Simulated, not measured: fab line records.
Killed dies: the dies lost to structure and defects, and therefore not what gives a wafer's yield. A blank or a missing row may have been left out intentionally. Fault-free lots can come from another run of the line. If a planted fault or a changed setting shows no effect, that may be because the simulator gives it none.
fab line records	flow n5_finfet
record lots=11	wafers=33	last_day=19
route steps=1938 shown FIN_CUT@174 STI_FIN_REVEAL@189 PASSIVATION@1936
lots with no fault: from the same line, run without faults
start_h: hours from the record's first day to the start of the lot's first wafer shown	wait_h: how many hours have passed since the lot's step before this one	" repeats the value in the row above	L1.1+2: one row covering several wafers at once	- no value, or no start was given	* or withheld: withheld	< > ~ a bound
route shown NAME@n: names a module that has steps shown in the file, with the first one's number in the route	usual: the fault-free wafers' mean and standard deviation	same: alike in all rows	chamber/n: place in a boat	sites: the reading at each site	_std_site: their standard deviation	_edge_site: mean of outer sites minus mean of inner sites	radius_mm: for every site, how far away it sits from the centre of the wafer	mask NAME#n: copy n	behind: the last tool/chamber to shape the wafer	hold: what put the lot on hold/how long, in hours/how the hold closed	device: transistor that didn't switch, given as n, p or np	end of line: tests run on the same wafers once the route is complete	a step with no rows: only its recipe	killed: at the first sort, the dies lost to defects and structure; wafer yield is something else	map: shows each die of a wafer: x if killed, . if not, _ if none is there
set.NAME: the setting the step ran with; set.NAME@STEP: the setting that earlier step ran with	model.NAME: the simulator's own value behind a step, which no gauge read
steps of the route over a sample of lots; a table a step, a row a wafer
services: a tool's chamber out of use, with start hour (start_h, from the record's first day; less than 0 if before it), hours out, and reason
## steps
# step N5_FIN_CUT_CUT_ETCH_27
# recipe chemistry=CHF3/O2	target=SiO2	target_depth_a=40	mask_material=SOC	overetch_a=20	time_s=4.9	pressure_mtorr=30	source_w=650	bias_w=170	Ar_flow_sccm=200	CHF3_flow_sccm=50	O2_flow_sccm=5	ion_energy_ev=200
# usual drypump_motor_current_A=6.0/0.48	oes_f_703_au=0.76/0.055	oes_product_au=0.60/0.044	rf_vpp_V=525/9	showerhead_plenum_p_Torr=2.40/0.07	throttle_valve_pct=18.86/0.19
lot.wafer	tool	chamber	start_h	wait_h	drypump_motor_current_A	oes_f_703_au	oes_product_au	rf_hours_counter_h	rf_vpp_V	showerhead_plenum_p_Torr	throttle_valve_pct
L724.3	rie_diel-05	0	40.75	0.0	5.9	0.72	0.57	233	531	2.47	18.74
L724.4	"	1	"	"	5.7	0.71	0.59	-	529	2.32	19.09
L724.5	"	3	"	"	5.2	0.77	0.60	-	520	2.43	18.88
L725.2	rie_diel-05	3	45.75	0.0	5.2	0.77	0.61	158	519	2.43	18.89
L725.3	"	1	"	"	5.7	0.71	0.59	169	528	2.32	19.10
L725.5	"	1	"	"	5.7	0.71	0.59	-	528	2.32	19.11
L729.4	rie_diel-02	0	71.18	0.0	6.6	0.77	0.60	118	538	2.43	19.08
L729.5	"	2	"	"	5.9	0.76	0.58	-	517	2.40	18.90
L729.6	"	1	"	"	5.7	0.72	0.58	-	526	2.50	18.79
L730.1	rie_diel-02	0	75.93	0.0	6.5	0.76	0.61	120	539	2.43	19.08
L730.2	"	1	"	"	5.7	0.73	0.58	147	527	2.50	18.79
L730.4	"	2	"	"	5.8	0.75	0.56	181	516	2.40	18.90
L732.4	rie_diel-02	0	88.59	0.0	6.6	0.76	0.60	124	538	2.42	19.09
L732.5	"	3	"	"	6.6	0.83	0.65	-	516	2.32	18.87
L732.6	"	0	"	"	6.5	0.76	0.60	-	538	2.42	19.08
L733.1	rie_diel-06	1	94.30	0.0	5.8	0.76	0.62	124	534	2.32	18.44
L733.2	"	0	"	"	6.4	0.93	0.74	10	529	2.47	18.54
L733.6	"	0	"	"	6.4	0.92	0.74	-	528	2.47	18.55
L734.2	rie_diel-02	3	101.55	0.0	6.6	0.82	0.64	88	515	2.32	18.89
L734.3	"	2	"	"	5.8	0.75	0.57	191	517	2.39	18.92
L734.4	"	2	"	"	5.9	0.75	0.56	-	515	2.39	18.91
L740.1	rie_diel-02	1	135.54	0.0	5.7	0.72	0.58	159	527	2.50	18.81
L740.2	"	2	"	"	5.9	0.74	0.55	200	515	2.39	18.93
L740.3	"	3	"	"	6.5	0.81	0.63	97	515	2.32	18.91
L741.1	rie_diel-06	2	141.73	0.0	6.7	0.73	0.56	206	529	2.30	19.02
L741.2	"	1	"	"	5.8	0.75	0.61	135	533	2.31	18.46
L741.4	"	3	"	"	5.6	0.75	0.58	156	540	2.51	18.97
L744.2	rie_diel-05	1	160.18	0.0	5.7	0.70	0.57	196	528	2.31	19.15
L744.3	"	3	"	"	5.2	0.75	0.59	185	519	2.42	18.94
L744.5	"	3	"	"	5.2	0.75	0.59	-	518	2.42	18.95
L745.2	rie_diel-05	3	165.54	0.0	5.2	0.75	0.58	186	516	2.42	18.95
L745.4	"	2	"	"	6.7	0.71	0.56	222	510	2.39	18.79
L745.6	"	1	"	"	5.7	0.69	0.57	-	528	2.31	19.15
# step N5_STI_FIN_REVEAL_DENSIFY_30
# recipe temp_c=*	time_s=*	ambient=N2	idle_temp_c=600	ramp_up_c_per_s=150	ramp_down_c_per_s=60	cool_to_c=600
# usual lamp_power_pct=11.53/0.051	lamp_zone_4_pct=11.530/0.02	wafer_temp_C_max=*
lot.wafer	tool	chamber	start_h	wait_h	lamp_power_pct	lamp_zone_4_pct	wafer_temp_C_max
L724.3	rtp_anneal-02	0	47.94	0.2	11.54	11.539	*
L724.4	"	0	"	"	11.66	11.546	*
L724.5	"	0	"	"	11.55	11.561	*
L725.2	rtp_anneal-02	0	51.69	0.1	11.46	11.543	*
L725.3	"	0	"	"	11.61	11.554	*
L725.5	"	0	"	"	11.43	11.527	*
L729.4	rtp_anneal-02	0	77.58	0.1	11.42	11.527	*
L729.5	"	0	"	"	11.43	11.540	*
L729.6	"	0	"	"	11.51	11.540	*
L730.1	rtp_anneal-02	0	81.89	0.0	11.52	11.549	*
L730.2	"	0	"	"	11.56	11.531	*
L730.4	"	0	"	"	11.55	11.540	*
L732.4	rtp_anneal-01	0	95.26	0.1	11.51	11.505	*
L732.5	"	0	"	"	11.46	11.550	*
L732.6	"	0	"	"	11.55	11.525	*
L733.1	rtp_anneal-02	0	101.19	0.0	11.55	11.537	*
L733.2	"	0	"	"	11.48	11.520	*
L733.6	"	0	"	"	11.58	11.567	*
L734.2	rtp_anneal-02	0	107.48	0.1	11.63	11.525	*
L734.3	"	0	"	"	11.52	11.486	*
L734.4	"	0	"	"	11.53	11.566	*
L740.1	rtp_anneal-01	0	141.42	0.0	11.61	11.529	*
L740.2	"	0	"	"	11.60	11.567	*
L740.3	"	0	"	"	11.48	11.499	*
L741.1	rtp_anneal-02	0	147.73	0.1	11.54	11.513	*
L741.2	"	0	"	"	11.47	11.516	*
L741.4	"	0	"	"	11.54	11.529	*
L744.2	rtp_anneal-01	0	166.34	0.3	11.56	11.506	*
L744.3	"	0	"	"	11.42	11.543	*
L744.5	"	0	"	"	11.53	11.519	*
L745.2	rtp_anneal-01	0	171.59	0.1	11.45	11.546	*
L745.4	"	0	"	"	11.43	11.515	*
L745.6	"	0	"	"	11.53	11.507	*
# step N5_STI_FIN_REVEAL_RECESS_09
# recipe chemistry=HF/NH3	target=SiO2	afs_cycles=11	target_depth_a=425	temp_c=30	sublimation_temp_c=180	sublimation_time_s=60
# usual drypump_motor_current_A=5.7/0.72
lot.wafer	tool	chamber	start_h	wait_h	drypump_motor_current_A
L724.3	vapor_etch-01	1	48.99	0.6	4.9
L724.4	"	0	"	"	6.5
L724.5	"	1	"	"	4.9
L725.2	vapor_etch-02	0	52.15	0.0	5.1
L725.3	"	1	"	"	6.0
L725.5	"	0	"	"	5.1
L729.4	vapor_etch-01	1	78.48	0.6	4.9
L729.5	"	0	"	"	6.6
L729.6	"	1	"	"	4.9
L730.1	vapor_etch-01	1	82.35	0.0	4.9
L730.2	"	0	"	"	6.5
L730.4	"	1	"	"	4.9
L732.4	vapor_etch-01	0	96.16	0.6	6.5
L732.5	"	0	"	"	6.6
L732.6	"	1	"	"	4.9
L733.1	vapor_etch-01	1	101.66	0.0	4.9
L733.2	"	0	"	"	6.5
L733.6	"	0	102.72	1.1	6.5
L734.2	vapor_etch-01	0	107.96	0.0	6.5
L734.3	"	1	"	"	4.9
L734.4	"	0	"	"	6.5
L740.1	vapor_etch-02	1	141.91	0.0	6.0
L740.2	"	0	"	"	5.1
L740.3	"	1	"	"	6.0
L741.1	vapor_etch-02	1	148.32	0.0	6.0
L741.2	"	0	"	"	5.1
L741.4	"	0	"	"	5.1
L744.2	vapor_etch-01	1	166.87	0.0	4.9
L744.3	"	0	"	"	6.5
L744.5	"	0	"	"	6.5
L745.2	vapor_etch-01	1	172.04	0.0	4.9
L745.4	"	1	"	"	4.9
L745.6	"	0	"	"	6.5
# step N5_STI_FIN_REVEAL_CD_MEAS_22
# recipe target_cd_nm=6.238	pitch_nm=28	polarity=line
# usual cd_nm=6.36/0.28
lot.wafer	tool	chamber	start_h	wait_h	cd_nm
L724.3	cd_sem-01	-	51.14	0.0	6.48
L724.4	"	-	"	"	6.12
L724.5	"	-	"	"	6.50
L725.2	cd_sem-02	-	55.35	0.0	6.29
L725.3	"	-	"	"	6.03
L725.5	"	-	"	"	6.12
L729.4	cd_sem-02	-	80.63	0.0	6.34
L729.5	"	-	"	"	6.54
L729.6	"	-	"	"	5.74
L730.1	cd_sem-01	-	85.03	0.0	6.82
L730.2	"	-	"	"	6.71
L730.4	"	-	"	"	6.03
L732.4	cd_sem-01	-	98.30	0.0	5.90
L732.5	"	-	"	"	6.08
L732.6	"	-	"	"	6.25
L733.1	cd_sem-03	-	104.34	0.0	6.12
L733.2	"	-	"	"	6.06
L733.6	"	-	"	"	6.09
L734.2	cd_sem-01	-	110.65	0.0	6.52
L734.3	"	-	"	"	6.72
L734.4	"	-	"	"	6.63
L740.1	cd_sem-03	-	144.58	0.0	6.91
L740.2	"	-	"	"	6.38
L740.3	"	-	"	"	6.32
L741.1	cd_sem-01	-	151.05	0.0	6.81
L741.2	"	-	"	"	6.75
L741.4	"	-	"	"	6.51
L744.2	cd_sem-03	-	169.72	0.0	6.29
L744.3	"	-	"	"	6.80
L744.5	"	-	"	"	6.46
L745.2	cd_sem-01	-	174.72	0.0	6.21
L745.4	"	-	"	"	5.97
L745.6	"	-	"	"	6.39
# step N5_STI_FIN_REVEAL_FIN_H_MEAS_10
# usual trench_depth_nm=51.7/0.9
lot.wafer	tool	chamber	start_h	wait_h	trench_depth_nm
L724.3	ocd-01	-	51.17	0.0	50.7
L724.4	"	-	"	"	51.2
L724.5	"	-	"	"	51.3
L725.2	ocd-02	-	55.38	0.0	50.7
L725.3	"	-	"	"	51.0
L725.5	"	-	"	"	51.6
L729.4	ocd-01	-	80.66	0.0	51.8
L729.5	"	-	"	"	50.9
L729.6	"	-	"	"	51.0
L730.1	ocd-01	-	85.06	0.0	51.2
L730.2	"	-	"	"	50.8
L730.4	"	-	"	"	51.5
L732.4	ocd-02	-	98.33	0.0	52.2
L732.5	"	-	"	"	52.0
L732.6	"	-	"	"	42.1
L733.1	ocd-01	-	104.37	0.0	51.6
L733.2	"	-	"	"	43.4
L733.6	"	-	"	"	43.3
L734.2	ocd-02	-	110.68	0.0	41.9
L734.3	"	-	"	"	49.5
L734.4	"	-	"	"	52.6
L740.1	ocd-02	-	144.61	0.0	51.6
L740.2	"	-	"	"	51.1
L740.3	"	-	"	"	52.1
L741.1	ocd-01	-	151.08	0.0	52.9
L741.2	"	-	"	"	53.0
L741.4	"	-	"	"	52.8
L744.2	ocd-01	-	169.75	0.0	52.5
L744.3	"	-	"	"	51.1
L744.5	"	-	"	"	51.6
L745.2	ocd-02	-	174.75	0.0	52.1
L745.4	"	-	"	"	52.2
L745.6	"	-	"	"	52.4
# step N5_PASSIVATION_PROBE_49
# usual killed_at_M0_to_M3=33/11	killed_at_M4_up=15/6.2	killed_at_contacts=13/6.5	killed_at_front_end=38/11	killed_at_other=3.4/2.6	killed_dies=102/17	killed_open=67/12	killed_short=34/7.9
# same gross_dies=1180	killed_at_back_side=0
lot.wafer	tool	chamber	start_h	wait_h	killed_at_M0_to_M3	killed_at_M4_up	killed_at_contacts	killed_at_front_end	killed_at_other	killed_dies	killed_open	killed_short
L725.2	prober-02	-	295.00	0.1	49	14	20	45	3	131	90	41
L725.3	prober-02	-	295.05	0.1	43	23	15	43	5	129	85	43
L725.5	prober-02	-	295.15	0.2	44	21	20	29	2	116	75	39
L724.3	prober-02	-	315.83	0.1	21	14	18	32	5	90	57	31
L724.4	prober-02	-	315.88	0.2	54	11	9	31	6	111	71	36
L724.5	prober-02	-	315.93	0.2	37	15	7	28	5	92	62	28
L729.4	prober-01	-	339.08	0.5	25	14	22	28	1	90	59	27
L729.5	prober-01	-	339.13	0.6	43	7	8	34	3	95	58	36
L729.6	prober-01	-	339.18	0.6	43	4	17	45	2	111	71	40
L730.1	prober-02	-	340.37	0.0	34	26	12	44	9	125	85	40
L730.2	prober-02	-	340.42	0.1	39	18	14	39	5	115	82	30
L730.4	prober-02	-	340.52	0.2	37	8	14	49	9	117	63	51
L733.1	prober-02	-	346.66	0.0	48	15	13	22	1	99	66	33
L733.2	prober-02	-	346.71	0.1	40	23	7	32	2	104	65	39
L733.6	prober-02	-	346.91	0.3	25	29	16	43	1	114	82	32
L732.4	prober-02	-	351.51	0.2	33	10	3	34	1	81	48	32
L732.5	prober-02	-	351.56	0.2	29	18	3	32	2	84	56	28
L732.6	prober-02	-	351.61	0.3	37	16	8	41	4	106	62	43
L734.2	prober-02	-	363.71	0.1	31	11	11	34	1	88	56	32
L734.3	prober-02	-	363.76	0.1	29	12	6	46	5	98	65	31
L734.4	prober-02	-	363.81	0.2	30	3	4	71	1	109	65	43
L740.1	prober-02	-	420.13	0.0	40	22	7	50	1	120	75	41
L740.2	prober-02	-	420.18	0.1	34	20	9	47	4	114	66	46
L740.3	prober-02	-	420.23	0.1	38	27	14	29	0	108	68	37
L741.1	prober-02	-	435.84	0.0	26	12	16	42	4	100	72	28
L741.2	prober-02	-	435.89	0.1	39	10	19	55	5	128	73	45
L741.4	prober-02	-	435.99	0.2	33	5	17	44	1	100	63	31
L745.2	prober-01	-	449.98	0.1	34	16	8	43	6	107	74	33
L745.4	prober-01	-	450.08	0.2	42	14	18	29	3	106	72	34
L745.6	prober-01	-	450.18	0.3	32	25	5	39	9	110	67	43
L744.2	prober-01	-	455.34	0.1	29	24	9	51	3	116	87	27
L744.3	prober-01	-	455.39	0.1	18	31	15	39	6	109	71	36
L744.5	prober-01	-	455.49	0.2	34	20	13	35	1	103	71	31
# killed by level:class
L725.2 MOL_CONTACT_COAG:geometric_particle:open=14 STI_FIN_REVEAL:geometric_particle:open=13 BEOL_M0_SAQP:geometric_particle:open=11 BEOL_M0_SAQP:geometric_particle:short=11 BEOL_M1:geometric_particle:open=9 BEOL_M2:geometric_particle:open=9 BEOL_M0:geometric_particle:open=6 BEOL_M4:geometric_particle:open=6
L725.3 FIN_SAQP:geometric_particle:short=11 MOL_CONTACT_COAG:geometric_particle:open=11 FIN_SAQP:geometric_particle:open=10 BEOL_M0_SAQP:geometric_particle:open=10 BEOL_M4:geometric_particle:open=9 BEOL_M0_SAQP:geometric_particle:short=9 BEOL_M1:geometric_particle:open=8 STI_FIN_REVEAL:geometric_particle:open=6
L725.5 MOL_CONTACT_COAG:geometric_particle:open=15 BEOL_M0_SAQP:geometric_particle:open=15 BEOL_M0_SAQP:geometric_particle:short=14 BEOL_M4:geometric_particle:open=8 FIN_SAQP:geometric_particle:short=7 BEOL_M3:geometric_particle:open=6 MOL_CONTACT_COAG:geometric_particle:short=5 DUMMY_GATE:geometric_particle:open=4
L724.3 MOL_CONTACT_COAG:geometric_particle:open=14 FIN_SAQP:geometric_particle:open=7 BEOL_M2:geometric_particle:open=6 FIN_SAQP:geometric_particle:short=5 BEOL_M0_SAQP:geometric_particle:short=5 STI_FIN_REVEAL:geometric_particle:short=4 BEOL_M4:geometric_particle:open=4 BEOL_M5:geometric_particle:open=4
L724.4 BEOL_M0_SAQP:geometric_particle:open=15 BEOL_M0_SAQP:geometric_particle:short=13 BEOL_M3:geometric_particle:open=13 MOL_CONTACT_COAG:geometric_particle:open=7 GATE_CUT:geometric_particle:short=6 BEOL_M1:geometric_particle:open=6 FIN_SAQP:geometric_particle:open=5 GATE_CUT:geometric_particle:open=5
L724.5 GATE_CUT:geometric_particle:open=9 BEOL_M0_SAQP:geometric_particle:open=9 BEOL_M0_SAQP:geometric_particle:short=9 BEOL_M2:geometric_particle:open=7 BEOL_M3:geometric_particle:open=6 BEOL_M1:geometric_particle:open=5 BEOL_M4:geometric_particle:open=5 BEOL_M5:geometric_particle:open=5
L729.4 MOL_CONTACT_COAG:geometric_particle:open=19 FIN_SAQP:geometric_particle:open=8 FIN_SAQP:geometric_particle:short=5 BEOL_M2:geometric_particle:open=5 BEOL_M0_SAQP:geometric_particle:short=4 DUMMY_GATE:geometric_particle:open=3 MOL_CONTACT_COAG:geometric_particle:short=3 BEOL_M0_SAQP:geometric_particle:open=3
L729.5 BEOL_M1:geometric_particle:open=12 BEOL_M2:geometric_particle:open=9 BEOL_M0_SAQP:geometric_particle:open=8 FIN_SAQP:geometric_particle:open=6 GATE_CUT:geometric_particle:short=6 MOL_CONTACT_COAG:geometric_particle:open=6 BEOL_M0_SAQP:geometric_particle:short=6 FIN_SAQP:geometric_particle:short=5
L729.6 FIN_SAQP:geometric_particle:open=14 FIN_SAQP:geometric_particle:short=14 MOL_CONTACT_COAG:geometric_particle:open=14 BEOL_M0_SAQP:geometric_particle:short=12 BEOL_M2:geometric_particle:open=12 BEOL_M0_SAQP:geometric_particle:open=8 STI_FIN_REVEAL:geometric_particle:open=6 BEOL_M1:geometric_particle:open=5
L730.1 BEOL_M4:geometric_particle:open=15 STI_FIN_REVEAL:geometric_particle:open=11 MOL_CONTACT_COAG:geometric_particle:open=10 FIN_SAQP:geometric_particle:open=9 GATE_CUT:geometric_particle:short=7 BEOL_M0_SAQP:geometric_particle:open=6 BEOL_M0_SAQP:geometric_particle:short=6 BEOL_M0:geometric_particle:open=6
L730.2 MOL_CONTACT_COAG:geometric_particle:open=12 BEOL_M2:geometric_particle:open=12 FIN_SAQP:geometric_particle:open=11 BEOL_M3:geometric_particle:open=11 FIN_SAQP:geometric_particle:short=10 BEOL_M4:geometric_particle:open=8 BEOL_M0_SAQP:geometric_particle:short=6 BEOL_M0_SAQP:geometric_particle:open=6
L730.4 FIN_SAQP:geometric_particle:short=17 FIN_SAQP:geometric_particle:open=13 BEOL_M0_SAQP:geometric_particle:short=9 MOL_CONTACT_COAG:geometric_particle:open=8 BEOL_M3:geometric_particle:open=8 MOL_CONTACT_COAG:geometric_particle:short=6 BEOL_M0_SAQP:geometric_particle:open=6 BEOL_M5:geometric_particle:open=6
L733.1 BEOL_M3:geometric_particle:open=12 MOL_CONTACT_COAG:geometric_particle:open=11 BEOL_M1:geometric_particle:open=8 FIN_SAQP:geometric_particle:short=7 BEOL_M1:geometric_particle:short=6 BEOL_M4:geometric_particle:open=6 BEOL_M3:geometric_particle:short=5 FIN_SAQP:geometric_particle:open=4
L733.2 FIN_SAQP:geometric_particle:short=13 BEOL_M4:geometric_particle:open=11 BEOL_M0_SAQP:geometric_particle:open=7 BEOL_M3:geometric_particle:open=7 STI_FIN_REVEAL:geometric_particle:open=6 MOL_CONTACT_COAG:geometric_particle:open=6 BEOL_M0_SAQP:geometric_particle:short=5 BEOL_M2:geometric_particle:open=5
L733.6 BEOL_M4:geometric_particle:open=19 MOL_CONTACT_COAG:geometric_particle:open=15 BEOL_M1:geometric_particle:open=9 FIN_SAQP:geometric_particle:short=8 FIN_SAQP:geometric_particle:open=7 DUMMY_GATE:geometric_particle:open=7 GATE_CUT:geometric_particle:short=6 BEOL_M0_SAQP:geometric_particle:open=5
L732.4 BEOL_M0_SAQP:geometric_particle:open=11 BEOL_M0_SAQP:geometric_particle:short=9 DUMMY_GATE:geometric_particle:open=6 GATE_CUT:geometric_particle:short=5 BEOL_M4:geometric_particle:open=5 FIN_SAQP:geometric_particle:open=4 BEOL_M3:geometric_particle:open=4 FIN_SAQP:geometric_particle:short=3
L732.5 BEOL_M0_SAQP:geometric_particle:open=14 FIN_SAQP:geometric_particle:open=11 FIN_SAQP:geometric_particle:short=8 BEOL_M4:geometric_particle:open=7 BEOL_M0_SAQP:geometric_particle:short=6 BEOL_M5:geometric_particle:open=6 BEOL_M1:geometric_particle:open=3 BEOL_M4:geometric_particle:short=3
L732.6 BEOL_M0_SAQP:geometric_particle:short=11 ILD0:geometric_particle:short=10 BEOL_M4:geometric_particle:open=10 BEOL_M0_SAQP:geometric_particle:open=9 FIN_SAQP:geometric_particle:open=7 MOL_CONTACT_COAG:geometric_particle:open=7 ILD0:geometric_particle:open=4 GATE_CUT:geometric_particle:short=4
L734.2 GATE_CUT:geometric_particle:short=9 MOL_CONTACT_COAG:geometric_particle:open=8 BEOL_M0_SAQP:geometric_particle:open=8 GATE_CUT:geometric_particle:open=6 BEOL_M1:geometric_particle:open=6 STI_FIN_REVEAL:geometric_particle:open=5 BEOL_M0_SAQP:geometric_particle:short=5 BEOL_M2:geometric_particle:open=5
L734.3 GATE_CUT:geometric_particle:short=13 BEOL_M3:geometric_particle:open=9 FIN_SAQP:geometric_particle:short=8 FIN_SAQP:geometric_particle:open=7 GATE_CUT:geometric_particle:open=7 BEOL_M4:geometric_particle:open=7 BEOL_M1:geometric_particle:open=6 MOL_CONTACT_COAG:geometric_particle:open=5
L734.4 STI_FIN_REVEAL:geometric_particle:open=17 FIN_SAQP:geometric_particle:open=12 FIN_SAQP:geometric_particle:short=10 BEOL_M0_SAQP:geometric_particle:open=9 BEOL_M0_SAQP:geometric_particle:short=8 GATE_CUT:geometric_particle:short=7 GATE_CUT:geometric_particle:open=6 STI_FIN_REVEAL:geometric_particle:short=5
L740.1 BEOL_M4:geometric_particle:open=15 GATE_CUT:geometric_particle:short=13 FIN_SAQP:geometric_particle:short=11 BEOL_M0_SAQP:geometric_particle:open=11 BEOL_M2:geometric_particle:open=9 DUMMY_GATE:geometric_particle:open=8 BEOL_M3:geometric_particle:open=7 FIN_SAQP:geometric_particle:open=6
L740.2 FIN_SAQP:geometric_particle:short=17 BEOL_M4:geometric_particle:open=11 BEOL_M3:geometric_particle:open=8 FIN_SAQP:geometric_particle:open=7 BEOL_M0_SAQP:geometric_particle:short=7 MOL_CONTACT_COAG:geometric_particle:open=7 GATE_CUT:geometric_particle:short=6 DUMMY_GATE:geometric_particle:open=6
L740.3 MOL_CONTACT_COAG:geometric_particle:open=12 BEOL_M0_SAQP:geometric_particle:short=11 BEOL_M2:geometric_particle:open=9 BEOL_M0_SAQP:geometric_particle:open=6 FIN_SAQP:geometric_particle:open=5 FIN_SAQP:geometric_particle:short=5 DUMMY_GATE:geometric_particle:open=5 BEOL_M4:geometric_particle:open=5
L741.1 FIN_SAQP:geometric_particle:open=13 MOL_CONTACT_COAG:geometric_particle:open=11 BEOL_M2:geometric_particle:open=10 BEOL_M4:geometric_particle:open=6 FIN_SAQP:geometric_particle:short=5 GATE_CUT:geometric_particle:short=5 GATE_CUT:geometric_particle:open=5 MOL_CONTACT_COAG:geometric_particle:short=5
L741.2 MOL_CONTACT_COAG:geometric_particle:open=16 FIN_SAQP:geometric_particle:short=13 FIN_SAQP:geometric_particle:open=9 GATE_CUT:geometric_particle:short=9 BEOL_M2:geometric_particle:open=9 BEOL_M3:geometric_particle:open=8 HKMG_FIN:area_etch=8 BEOL_M1:geometric_particle:open=7
L741.4 MOL_CONTACT_COAG:geometric_particle:open=14 FIN_SAQP:geometric_particle:open=9 BEOL_M2:geometric_particle:open=7 STI_FIN_REVEAL:geometric_particle:open=6 BEOL_M0_SAQP:geometric_particle:short=6 FIN_SAQP:geometric_particle:short=5 BEOL_M0_SAQP:geometric_particle:open=5 BEOL_M0:geometric_particle:open=5
L745.2 FIN_SAQP:geometric_particle:short=11 BEOL_M2:geometric_particle:open=11 FIN_SAQP:geometric_particle:open=9 MOL_CONTACT_COAG:geometric_particle:open=7 BEOL_M4:geometric_particle:open=7 STI_FIN_REVEAL:geometric_particle:open=5 BEOL_M3:geometric_particle:open=5 BEOL_M1:geometric_particle:open=5
L745.4 MOL_CONTACT_COAG:geometric_particle:open=14 BEOL_M3:geometric_particle:open=13 DUMMY_GATE:geometric_particle:open=9 BEOL_M2:geometric_particle:open=7 BEOL_M1:geometric_particle:open=5 FIN_SAQP:geometric_particle:short=4 GATE_CUT:geometric_particle:short=4 MOL_CONTACT_COAG:geometric_particle:short=4
L745.6 DUMMY_GATE:geometric_particle:open=9 FIN_SAQP:geometric_particle:short=8 BEOL_M4:geometric_particle:open=8 BEOL_M2:geometric_particle:open=8 FIN_SAQP:geometric_particle:open=7 BEOL_M2:geometric_particle:short=6 GATE_CUT:geometric_particle:short=5 MOL_CONTACT_COAG:geometric_particle:open=5
L744.2 BEOL_M4:geometric_particle:open=18 FIN_SAQP:geometric_particle:open=13 BEOL_M2:geometric_particle:open=10 BEOL_M3:geometric_particle:open=9 MOL_CONTACT_COAG:geometric_particle:open=8 FIN_SAQP:geometric_particle:short=4 DUMMY_GATE:geometric_particle:open=4 ILD0:geometric_particle:open=4
L744.3 BEOL_M4:geometric_particle:open=18 MOL_CONTACT_COAG:geometric_particle:open=11 FIN_SAQP:geometric_particle:short=9 BEOL_M2:geometric_particle:open=6 STARTING-WAFER:geometric_particle:open=6 FIN_SAQP:geometric_particle:open=5 STI_FIN_REVEAL:geometric_particle:open=4 DUMMY_GATE:geometric_particle:open=4
L744.5 BEOL_M4:geometric_particle:open=14 STI_FIN_REVEAL:geometric_particle:open=9 BEOL_M2:geometric_particle:open=9 BEOL_M3:geometric_particle:open=9 MOL_CONTACT_COAG:geometric_particle:open=8 FIN_SAQP:geometric_particle:open=5 MOL_CONTACT_COAG:geometric_particle:short=5 BEOL_M0_SAQP:geometric_particle:short=4
## services
tool	chamber	start_h	hours	kind
rie_diel-06	0	22.45	3.3	repair
rie_diel-05	2	23.83	1.7	repair
rie_diel-02	3	30.39	2.3	repair
rie_diel-05	2	30.47	19.7	repair
vapor_etch-02	0	39.04	7.7	repair
rie_diel-06	0	51.53	-	clean
rie_diel-06	0	51.53	-	consumable_replace:focus_ring
rie_diel-06	0	51.53	14.0	scheduled_down
rie_diel-06	0	51.53	14.0	vent_cycle
rie_diel-05	-	51.87	28.1	pm
rie_diel-02	0	52.41	13.2	repair
vapor_etch-02	-	74.34	0.4	repair
rie_diel-02	1	93.14	16.4	repair
vapor_etch-02	-	98.77	2.3	repair
rie_diel-05	0	122.27	-	clean
rie_diel-05	0	122.27	-	consumable_replace:focus_ring
rie_diel-05	0	122.27	24.0	scheduled_down
rie_diel-05	0	122.27	24.0	vent_cycle
## key
first_sign step=N5_STI_FIN_REVEAL_FIN_H_MEAS_10	reading=trench_depth_nm	direction=down	sigmas=10	usual=51.7	struck=42.7
effect none on later readings
met_at N5_STI_FIN_REVEAL_RECESS_09
struck_lots L732,L733,L734
struck_wafers L732.6,L733.2,L733.6,L734.2
tester_left_out L732,L733,L734
not_acting_at N5_FIN_CUT_CUT_ETCH_27,N5_STI_FIN_REVEAL_DENSIFY_30,N5_STI_FIN_REVEAL_CD_MEAS_22
onset_between 82.35 96.16
fault kind=process_parameter_drift	tool=vapor_etch-01	chamber=-	onset_h=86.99	steps=N5_STI_FIN_REVEAL_RECESS_09	channel=target_depth_a	offset=-90.071	shape=step	end_h=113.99	scope=struck_wafers_only	acts_in=these_recipes_only	stated=425
# tester_left_out: of these lots the tester's yield and bins aren't shown, on N5 and GAA mostly nor the transistor test; their killed dies are dies lost to structure and defects alone, not to doping, threshold or leakage, so they don't give the yield
